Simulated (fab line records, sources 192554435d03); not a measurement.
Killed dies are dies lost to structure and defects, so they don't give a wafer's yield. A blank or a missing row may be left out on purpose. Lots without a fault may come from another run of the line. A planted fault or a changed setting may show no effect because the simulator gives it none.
Chamber matching | flow n5_finfet | N5_BEOL_M9_PECVD_70 on pecvd-02: 3 sister chambers
The step deposits SiO2 from TEOS/O2, target thk 20 nm, time 22.7 s. 6 wafers are shown with their chamber, then 7 later ones without.

WAFERS WITH THEIR CHAMBER
wafer  | chamber | throttle_valve_pct (%) | showerhead_plenum_p_Torr (Torr)
L086.4 | 2       | 20.3                   | 8.74
L088.5 | 2       | 20.0                   | 8.72
L088.6 | 0       | 23.7                   | 8.72
L089.5 | 1       | 24.0                   | 8.81
L091.2 | 0       | 23.9                   | 8.71
L091.3 | 1       | 24.1                   | 8.80

WAFERS WITHOUT THEIR CHAMBER
wafer  | throttle_valve_pct (%) | showerhead_plenum_p_Torr (Torr)
L091.4 | 20.0                   | 8.75
L095.1 | 23.7                   | 8.80
L095.2 | 24.0                   | 8.72
L095.3 | 20.0                   | 8.72
L095.4 | 23.7                   | 8.74
L095.5 | 20.5                   | 8.73
L095.6 | 24.1                   | 8.80

WHICH CHAMBER EACH WENT THROUGH
wafer  | from the rows above | in truth
L091.4 | 2                   | 2
L095.1 | 1                   | 1
L095.2 | 0                   | 0
L095.3 | 2                   | 2
L095.4 | 0                   | 0
L095.5 | 2                   | 2
L095.6 | 1                   | 1
Placed correctly: 7 of 7. Can't be placed from these rows: 0. Placed wrongly: 0.
How it was worked out, from the rows above alone: a wafer's distance from a chamber is the root of the sum, over the readings, of the square of ((its reading less the chamber's mean) divided by the reading's scatter). The wafer belongs to the nearest chamber; if the next one is less than 2 further off, it can't be placed. A chamber's mean is the mean of its shown wafers. The scatter: the root of (the sum of the squares of (reading less its chamber's mean) over the shown wafers, divided by (wafers less chambers)).
